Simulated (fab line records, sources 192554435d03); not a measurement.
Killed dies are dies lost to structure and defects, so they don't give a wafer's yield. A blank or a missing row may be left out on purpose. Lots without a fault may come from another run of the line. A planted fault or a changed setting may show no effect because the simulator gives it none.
Chamber matching | flow n5_finfet | N5_STI_FIN_REVEAL_ETCHBACK_08 on rie_diel-03: 4 sister chambers
The step etches SiO2 in C4F6/O2, target depth 30.5 nm, time 10.167 s. 4 wafers are shown with their chamber, then 8 later ones without.

WAFERS WITH THEIR CHAMBER
wafer  | chamber | rf_vpp_V (V)
L085.1 | 3       | 630
L085.4 | 1       | 667
L085.6 | 0       | 672
L088.1 | 2       | 680

WAFERS WITHOUT THEIR CHAMBER
wafer  | rf_vpp_V (V)
L088.3 | 667
L088.4 | 633
L093.1 | 632
L093.3 | 666
L093.6 | 681
L095.1 | 667
L095.3 | 679
L095.4 | 672

WHICH CHAMBER EACH WENT THROUGH
wafer  | from the rows above | in truth
L088.3 | 1                   | 1
L088.4 | 3                   | 3
L093.1 | 3                   | 3
L093.3 | 1                   | 1
L093.6 | 2                   | 2
L095.1 | 1                   | 1
L095.3 | 2                   | 2
L095.4 | 0                   | 0
Placed correctly: 8 of 8. Can't be placed from these rows: 0. Placed wrongly: 0.
How it was worked out, from the rows above alone: a wafer's distance from a chamber is the root of the sum, over the readings, of the square of ((its reading less the chamber's mean) divided by the reading's scatter). The wafer belongs to the nearest chamber; if the next one is less than 2 further off, it can't be placed. A chamber's mean is the mean of its shown wafers. The scatter: with one shown wafer a chamber, the root of the mean of the squares of how far each hidden wafer lies from its nearest shown one.
